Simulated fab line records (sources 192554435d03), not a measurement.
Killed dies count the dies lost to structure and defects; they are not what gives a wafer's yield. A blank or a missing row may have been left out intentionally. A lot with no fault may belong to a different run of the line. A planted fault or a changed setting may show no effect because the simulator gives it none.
Which tool did it? ; flow n5-finfet ; at 1 step of a route of 1938, 9 lots with 27 wafers sampled

== WHAT THE GAUGES READ, wafer by wafer ==
N5_BEOL_M4_RC_MEAS_101.
lot;measured;on;DIBL_N (mV/V)
L957;day 9 03:10;prober-01;38.6 36.9 35.1
L961;day 10 04:57;prober-01;38.6 37.5 37.1
L967;day 11 01:46;prober-01;37.2 36.7 38.8
L969;day 11 17:25;prober-01;38.2 37.9 35.0
L968;day 12 08:14;prober-02;35.2 37.9 34.6
L971;day 12 15:25;prober-02;38.5 36.6 36.5
L972;day 12 16:11;prober-01;36.1 39.8 37.8
L975;day 13 12:01;prober-01;36.6 37.0 37.5
L977;day 13 22:05;prober-01;36.4 37.4 34.4

== WHAT TOOL EACH LOT RAN ON (gives the tool, then ch and the chambers of the sampled wafers, and finally the start) ==
Record: no process step prior to these readings.

== THE ANSWER, worked out from the rows above alone ==
Rule: the usual values come from the lots themselves. The widest of any qualifying gaps counts: lots, ordered by their means at a reading, are off when they make up no more than a third of the lots, leave a main group of 4 or more, and stand apart from it by 3 or more times the standard deviation of that group's means. A main group is skipped when, at the precision printed for the reading in the tables above, its means are all equal. Also off: a lot with no number at a reading for which 4 or more lots have one. Where the step has rows for the other lots, those lots are counted as sound.
Nothing can be told from this: no lot is off at any reading shown.

== WHAT THE SIMULATOR HAD INSERTED ==
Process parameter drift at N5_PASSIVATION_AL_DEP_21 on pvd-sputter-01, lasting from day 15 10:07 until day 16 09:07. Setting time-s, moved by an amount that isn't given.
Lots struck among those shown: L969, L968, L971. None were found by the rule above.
